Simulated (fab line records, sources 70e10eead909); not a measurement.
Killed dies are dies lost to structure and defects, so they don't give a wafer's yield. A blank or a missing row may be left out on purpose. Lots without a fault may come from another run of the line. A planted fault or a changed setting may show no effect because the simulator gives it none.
Chamber matching | flow nand_harc | NHARC_A_BONDPAD_CMP_29 on cmp-02: 4 sister chambers
The step polishes SiCN, target thk 200 nm. 16 wafers are shown with their chamber, then 8 later ones without.

WAFERS WITH THEIR CHAMBER
wafer  | chamber | motor_current_A (A)
L643.1 | 1       | 12.3
L643.3 | 0       | 14.8
L643.5 | 1       | 11.5
L650.1 | 3       | 10.6
L650.2 | 2       | 10.6
L650.5 | 3       | 11.1
L652.3 | 2       | 11.7
L652.4 | 0       | 14.2
L652.5 | 1       | 11.8
L654.1 | 2       | 11.3
L654.2 | 0       | 14.7
L654.6 | 2       | 11.1
L653.1 | 0       | 14.7
L653.2 | 2       | 11.0
L653.4 | 3       | 10.6
L655.1 | 3       | 10.3

SIGNATURES (means of the wafers above)
reading         | chamber 0 | chamber 1 | chamber 2 | chamber 3 | scatter within a chamber
motor_current_A | 14.600    | 11.867    | 11.140    | 10.650    | 0.357
Rule: a wafer's distance from a chamber is the root of the sum, over the readings, of the square of ((its reading less the chamber's mean) divided by the reading's scatter). The wafer belongs to the nearest chamber; if the next one is less than 2 further off, it can't be placed. The scatter: the root of (the sum of the squares of (reading less its chamber's mean) over the shown wafers, divided by (wafers less chambers)).

WAFERS WITHOUT THEIR CHAMBER
wafer  | motor_current_A (A)
L655.2 | 12.1
L655.5 | 10.5
L657.1 | 10.7
L657.2 | 11.3
L657.3 | 11.9
L665.3 | 10.4
L665.4 | 15.0
L665.6 | 10.7

WHICH CHAMBER EACH WENT THROUGH
wafer  | from the rows above          | in truth
L655.2 | 1                            | 1
L655.5 | can't be placed: 3 or 2      | 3
L657.1 | can't be placed: 3 or 2      | 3
L657.2 | can't be placed: 2 or 1 or 3 | 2
L657.3 | 1                            | 1
L665.3 | can't be placed: 3 or 2      | 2
L665.4 | 0                            | 0
L665.6 | can't be placed: 3 or 2      | 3
Placed correctly: 3 of 8. Can't be placed from these rows: 5 (the true chamber is among the candidates in 5). Placed wrongly: 0.
